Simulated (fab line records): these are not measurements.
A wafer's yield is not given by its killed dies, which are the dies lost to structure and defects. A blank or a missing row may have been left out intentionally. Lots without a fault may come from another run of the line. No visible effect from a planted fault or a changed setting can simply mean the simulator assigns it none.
One fault seen from 2 desks -- flow nand harc -- numbers are kept per desk, each desk with only its own; the story behind them comes last

== AT THE TOOL OWNER'S DESK: pecvd onon-03 ==
The tool's own readings at NHARC_A_ONON_D2_DEP_03 (target thk 1000 nm): means of the sampled wafers that have a number, for each lot that ran on this tool. Marked OUT: a lot whose mean sits more than 4 standard deviations from the usual mean, which makes it out of limits; the brackets give that distance.
Columns: A = sih4 flow sccm at NHARC_A_ONON_D2_DEP_03, usual 210.2 sccm
lot,first seen here,A
L389,day 12 18:01,210.3
L394,day 14 08:46,210.4
L397,day 15 08:45,209.8
L398,day 16 02:55,210.6
L410,day 21 08:47,210.6
L412,day 22 05:39,210.6
This desk's verdict: no lot among the 6 shows anything out of limits.

== FROM THE METROLOGY DESK ==
Means of the sampled wafers that have a number, per lot and without regard to the tool the lot ran on: this is what the gauges read. Marked OUT: a lot whose mean sits more than 4 standard deviations from the usual mean, which makes it out of limits; the brackets give that distance.
Columns: A = thk nm at NHARC_A_ONON_D2_THK_MEAS_05, usual 1001 nm; B = cd nm at NHARC_A_CHANNEL_HOLE_D2_CD_MEAS_10, usual 100.0 nm
lot,first seen here,A,B
L389,day 12 18:32,998,99.1
L390,day 13 00:56,1004,100.0
L391,day 13 15:52,991,101.0
L394,day 14 09:16,1275 (+27) OUT,99.5
L397,day 15 09:16,1284 (+28) OUT,99.6
L398,day 16 03:23,1293 (+29) OUT,100.2
L401,day 17 00:32,1008,100.1
L404,day 18 09:53,1002,100.5
L402,day 18 10:05,1006,99.9
L405,day 18 20:57,1010,99.6
L409,day 20 21:10,1002,99.6
L410,day 21 09:17,1005,99.3
L412,day 22 06:10,988,99.7
This desk's finding: out of limits on L394, L397, L398; first on L394, day 14 09:16 (thk nm at NHARC_A_ONON_D2_THK_MEAS_05). Within limits: L389, L390, L391, L401, L404, L402, L405, L409, L410, L412.

== BROUGHT TOGETHER ==
On L394, L397, L398, the metrology desk was in a position to raise an alarm at day 14 09:16.
Nothing out of limits was seen by the tool owner's desk.
On record at the tool owner's desk: L394, L397, L398, within its limits.
Of the lots named, all ran NHARC_A_ONON_D2_DEP_03 on pecvd onon-03.

== WHAT THE SIMULATOR PUT IN ==
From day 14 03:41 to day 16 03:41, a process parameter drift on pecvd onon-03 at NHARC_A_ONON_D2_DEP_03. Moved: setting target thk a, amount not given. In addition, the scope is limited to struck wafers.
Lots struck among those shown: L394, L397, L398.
Time in hours between the start of the fault and the first out-of-limits reading at each desk: metrology desk, 6.
